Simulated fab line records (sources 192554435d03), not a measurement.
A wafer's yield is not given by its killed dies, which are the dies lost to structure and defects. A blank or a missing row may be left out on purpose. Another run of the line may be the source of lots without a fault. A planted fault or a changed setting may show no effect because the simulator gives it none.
One fault through the eyes of 3 desks | flow n5_finfet | each desk holds nothing but its own numbers, with what lay behind them at the end
Where a reading is given only as a bound, like >300, the bound stands for it, and a mean or a difference that rests on one is marked > or <: the true number lies beyond.

## AT THE TOOL OWNER'S DESK: pecvd-04
The tool's own readings at N5_BEOL_M0_SAQP_PECVD_03 (deposits SiCN from 3MS/NH3, target thk 12 nm, time 21.1 s): means of the sampled wafers that have a number, for each lot that ran on this tool. A lot is out of limits, marked OUT, if its mean lies more than 4 standard deviations from the usual mean; the brackets give that distance.
Columns: A = chamber_pressure_Torr at N5_BEOL_M0_SAQP_PECVD_03, usual 2.999 Torr; B = rf_fwd_power_W at N5_BEOL_M0_SAQP_PECVD_03, usual 198.9 W; C = showerhead_plenum_p_Torr at N5_BEOL_M0_SAQP_PECVD_03, usual 3.665 Torr; D = throttle_valve_pct at N5_BEOL_M0_SAQP_PECVD_03, usual 9.0 %
lot  | first seen here | A     | B     | C     | D
L107 | day 6 10:33     | 2.996 | 199.7 | 3.660 | 8.9
L108 | day 6 17:47     | 2.998 | 199.9 | 3.648 | 9.1
L122 | day 10 01:43    | 2.999 | 199.4 | 3.660 | 8.8
L124 | day 10 22:55    | 3.002 | 199.6 | 3.661 | 8.6
Finding of this desk: none of the 4 lots has anything out of limits.

## THE METROLOGY DESK
What the gauges read, lot by lot, whatever tool the lot ran on: means of the sampled wafers that have a number. A lot is out of limits, marked OUT, if its mean lies more than 4 standard deviations from the usual mean; the brackets give that distance. It has 10 readings; the 7 that lie furthest out on some lot are the ones shown.
Columns: A = DIBL_N at N5_BEOL_M4_RC_MEAS_101, usual 35.8 mV/V; B = DIBL_P at N5_BEOL_M4_RC_MEAS_101, usual 35.9 mV/V; C = IOFF_P at N5_BEOL_M4_RC_MEAS_101, usual 0.21 nA/um; D = ION_N at N5_BEOL_M4_RC_MEAS_101, usual 672 uA/um; E = SS_N at N5_BEOL_M4_RC_MEAS_101, usual 71.5 mV/dec; F = VT_N at N5_BEOL_M4_RC_MEAS_101, usual 250 mV; G = VT_P at N5_BEOL_M4_RC_MEAS_101, usual -250 mV
lot  | first seen here | A    | B    | C    | D   | E    | F   | G
L107 | day 9 07:46     | 34.3 | 35.4 | 0.16 | 670 | 71.0 | 251 | -254
L108 | day 9 10:22     | 36.3 | 34.5 | 0.21 | 667 | 71.1 | 249 | -248
L109 | day 10 03:01    | 37.1 | 38.5 | 0.20 | 677 | 71.0 | 252 | -253
L120 | day 12 20:54    | 35.3 | 36.8 | 0.22 | 688 | 71.3 | 246 | -250
L122 | day 12 21:50    | 35.9 | 38.4 | 0.24 | 683 | 71.5 | 249 | -249
L124 | day 13 12:31    | 34.0 | 34.5 | 0.20 | 660 | 71.5 | 253 | -251
L125 | day 13 15:20    | 35.8 | 35.5 | 0.22 | 682 | 71.5 | 249 | -248
L126 | day 14 09:00    | 35.3 | 35.3 | 0.20 | 670 | 71.6 | 254 | -252
Finding of this desk: none of the 8 lots has anything out of limits.

## THE DEFECT DESK
Lot by lot, what the route's inspections counted, given as the mean of those sampled wafers with a number. A lot is out of limits, marked OUT, if its mean lies more than 4 standard deviations from the usual mean; the brackets give that distance.
Columns: A = raw_defect_count at N5_BEOL_M0_SAQP_INSPECT_16, usual 488; B = raw_defect_count at N5_BEOL_M0_SAQP_INSPECT_42, usual 307; C = raw_defect_count at N5_BEOL_M0_CUTY_INSPECT_59, usual 2.0
lot  | first seen here | A              | B              | C
L107 | day 6 11:18     | 561            | 400            | 3.3
L108 | day 6 18:24     | 426            | 295            | 1.7
L109 | day 7 02:32     | 547            | 386            | 2.0
L120 | day 9 16:53     | 624            | 339            | 1.0
L122 | day 10 02:28    | 1697 (+11) OUT | 1572 (+16) OUT | >300 (+99 or more) OUT
L124 | day 10 23:41    | 1974 (+14) OUT | 1815 (+20) OUT | >300 (+99 or more) OUT
L125 | day 11 01:16    | 537            | 285            | 1.3
L126 | day 11 06:52    | 566            | 335            | 2.0
This desk's verdict: out of limits on L122, L124, starting with L122 at day 10 02:28 (raw_defect_count at N5_BEOL_M0_SAQP_INSPECT_16). L107, L108, L109, L120, L125, L126: within limits.

## TAKEN TOGETHER
The defect desk could have raised an alarm at day 10 02:28, on L122, L124.
The tool owner's desk saw nothing out of limits.
Metrology desk: nothing out of limits seen.
On record at the tool owner's desk: L122, L124, within its limits.
The metrology desk has L122, L124 on record, within its limits.
Of the lots named, all ran N5_BEOL_M0_SAQP_PECVD_03 on pecvd-04.

## WHAT THE SIMULATOR HAD PUT IN
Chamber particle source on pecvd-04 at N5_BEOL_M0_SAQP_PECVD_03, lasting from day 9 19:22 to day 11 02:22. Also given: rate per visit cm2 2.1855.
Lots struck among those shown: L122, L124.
Hours from the fault's start to each desk's first reading out of limits: the defect desk, 7.
